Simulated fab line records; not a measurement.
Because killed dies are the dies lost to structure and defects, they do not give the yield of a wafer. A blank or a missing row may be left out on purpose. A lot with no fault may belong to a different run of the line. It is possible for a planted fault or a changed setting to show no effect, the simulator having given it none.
Chamber matching :: flow nandHarc :: NHARC_A_DECK1_JOINT_CMP_02 on cmp-02: 4 sister chambers
The step polishes SiOx. 8 wafers are shown with their chamber, then 7 later ones without.

== EACH WAFER AND ITS CHAMBER ==
wafer: L886.6
chamber: 2
motorCurrentA (A): 12.7

wafer: L887.3
chamber: 0
motorCurrentA (A): 11.0

wafer: L887.6
chamber: 3
motorCurrentA (A): 11.0

wafer: L889.1
chamber: 3
motorCurrentA (A): 11.7

wafer: L889.2
chamber: 0
motorCurrentA (A): 11.4

wafer: L889.4
chamber: 1
motorCurrentA (A): 10.6

wafer: L893.1
chamber: 1
motorCurrentA (A): 11.0

wafer: L893.4
chamber: 2
motorCurrentA (A): 12.4

== WAFERS MISSING THEIR CHAMBER ==
wafer: L893.5
motorCurrentA (A): 12.4

wafer: L895.1
motorCurrentA (A): 11.2

wafer: L895.4
motorCurrentA (A): 12.3

wafer: L895.6
motorCurrentA (A): 10.7

wafer: L902.2
motorCurrentA (A): 10.3

wafer: L902.3
motorCurrentA (A): 11.0

wafer: L902.5
motorCurrentA (A): 10.7

== THE CHAMBER EACH PASSED THROUGH ==
wafer: L893.5
from the rows above: 2
in truth: 2

wafer: L895.1
from the rows above: can't be placed: 0 or 3 or 1
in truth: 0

wafer: L895.4
from the rows above: 2
in truth: 2

wafer: L895.6
from the rows above: can't be placed: 1 or 0 or 3
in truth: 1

wafer: L902.2
from the rows above: can't be placed: 1 or 0 or 3
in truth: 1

wafer: L902.3
from the rows above: can't be placed: 0 or 1 or 3
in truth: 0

wafer: L902.5
from the rows above: can't be placed: 1 or 0 or 3
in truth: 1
Placed correctly: 2 of 7. These rows do not allow placing 5 (true chamber among the candidates in 5). Number placed wrongly: 0.
How it was worked out, from the rows above alone: a wafer's distance from a chamber is the root of the sum, over the readings, of the square of ((its reading less the chamber's mean) divided by the reading's scatter). The wafer belongs to the nearest chamber; if the next one is less than 2 further off, it can't be placed. For every chamber, the mean is computed from those of its wafers that are shown. The scatter: the root of (the sum of the squares of (reading less its chamber's mean) over the shown wafers, divided by (wafers less chambers)).
